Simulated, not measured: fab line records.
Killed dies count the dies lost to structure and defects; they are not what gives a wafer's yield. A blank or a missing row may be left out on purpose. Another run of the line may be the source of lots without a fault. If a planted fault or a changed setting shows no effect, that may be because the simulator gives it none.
Split-lot experiment	flow n5_finfet	21 wafers read across 7 lots, on a route 1938 steps long

## SPLIT DETAILS
At N5_BEOL_M8_ILD_DEP_00 (deposits SiCOH lowk from DEMS/porogen, target thk 179.75 nm, time 33.4 s), the setting time_s was moved away from the recipe's 33.4 s on 7 of the 21 wafers read, by -6.6% to +10.3%. The other wafers ran this setting at the recipe's value.

## BETWEEN THE SPLIT AND THE READING: the file shows 1 step in between
- N5_BEOL_M8_CURE_74: cures SiCOH lowk, time 240 s

## THE READING
Values of M8_ILD_THK in nm from N5_BEOL_M8_THK_MEAS_01. Typical for fault-free wafers on this fab line: 155.1 nm, with standard deviation 2.2 nm.

wafer	tool, chamber at the split	time_s as run, s	against the recipe	M8_ILD_THK, nm	against lot-mates on the recipe
L080.1	pecvd-02, 1	33.4	recipe	152.6	-
L080.2	pecvd-02, 2	33.4	recipe	154.7	-
L080.4	pecvd-02, 0	33.4	recipe	158.5	-
L084.2	pecvd-02, 0	33.4	recipe	154.5	-
L084.4	pecvd-02, 2	33.4	recipe	157.9	-
L084.5	pecvd-02, 1	36.6	+9.6%	171.3	+15.1
L085.2	pecvd-04, 0	33.4	recipe	151.8	-
L085.5	pecvd-04, 2	33.4	recipe	153.6	-
L085.6	pecvd-04, 0	33.4	recipe	153.8	-
L090.2	pecvd-01, 1	33.4	recipe	156.7	-
L090.4	pecvd-01, 2	36.83	+10.3%	171.9	+14.8
L090.5	pecvd-01, 0	33.4	recipe	157.6	-
L093.1	pecvd-04, 2	36.21	+8.4%	166.4	+14.0
L093.3	pecvd-04, 0	33.4	recipe	152.4	-
L093.6	pecvd-04, 1	36.21	+8.4%	168.6	+16.2
L094.1	pecvd-01, 1	33.4	recipe	154.0	-
L094.4	pecvd-01, 1	33.4	recipe	156.4	-
L094.5	pecvd-01, 0	35.57	+6.5%	167.0	+11.8
L095.1	pecvd-04, 1	31.21	-6.6%	143.0	-9.4
L095.2	pecvd-04, 2	33.4	recipe	152.4	-
L095.4	pecvd-04, 2	31.21	-6.6%	144.2	-8.2

THE FIT
A straight line over all 21 wafers: M8_ILD_THK changes by +1.66 nm for each +1% of time_s; r = +0.97; the points scatter about the line by 2 nm.
The same after taking each lot's own level away (the mean of its wafers on the recipe; 21 wafers): +1.57 nm for each +1%; r = +0.98; scatter 1.6 nm.
The reading moves by 16 nm for the largest change in time_s, on that fit.
The lots' own levels span 152.40 to 157.15 nm, that is 2.2 times the standard deviation above.
Hence the lot-to-lot level has little effect on the slope; both slopes agree.
Check: with one of the wafers moved furthest among these (+10.3%) left out of the fit, the line predicts +16.9 nm for it against its lot-mates. It came out at +14.8 nm against them.

## THE OTHER SPLITS THESE WAFERS WENT THROUGH
These wafers also went through other splits before the reading. Each is held against what the fit with the lots' levels taken away leaves over:
other split on the same wafers	wafers away from the commonest value	r with M8_ILD_THK (lot level and that fit taken away)
N5_BEOL_M5_ALD_86 co_reactant_pulse_time_s	5	+0.08
N5_BEOL_M6_ETCH_41 time_s	10	-0.17
N5_BEOL_M6_ALD_77 ald_cycles	8	-0.26
N5_BEOL_M7_ETCH_61 source_w	12	+0.01

## THE WHOLE CHAIN: every reading that the file lists as answering this split, in the file's order
step	what it does	reading	change (the file's fit)	r (the file's)
N5_BEOL_M8_ILD_DEP_00	deposits SiCOH lowk from DEMS/porogen, target thk 179.75 nm, time 33.4 s	SiCOH_lowk_of_BEOL_M8_ILD_DEP_00.thk_nm (the simulator's own value, which no gauge read)	+1.81 nm for each +1% of the setting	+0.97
N5_BEOL_M8_CURE_74	cures SiCOH lowk, time 240 s	SiCOH_lowk_of_BEOL_M8_ILD_DEP_00.thk_nm (the simulator's own value, which no gauge read)	+1.57 nm for each +1% of the setting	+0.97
N5_BEOL_M8_THK_MEAS_01		M8_ILD_THK	+1.58 for each +1% of the setting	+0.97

## THE FILE'S OWN FIT
M8_ILD_THK changes by +1.58 nm for each +1% of time_s, r = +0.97.
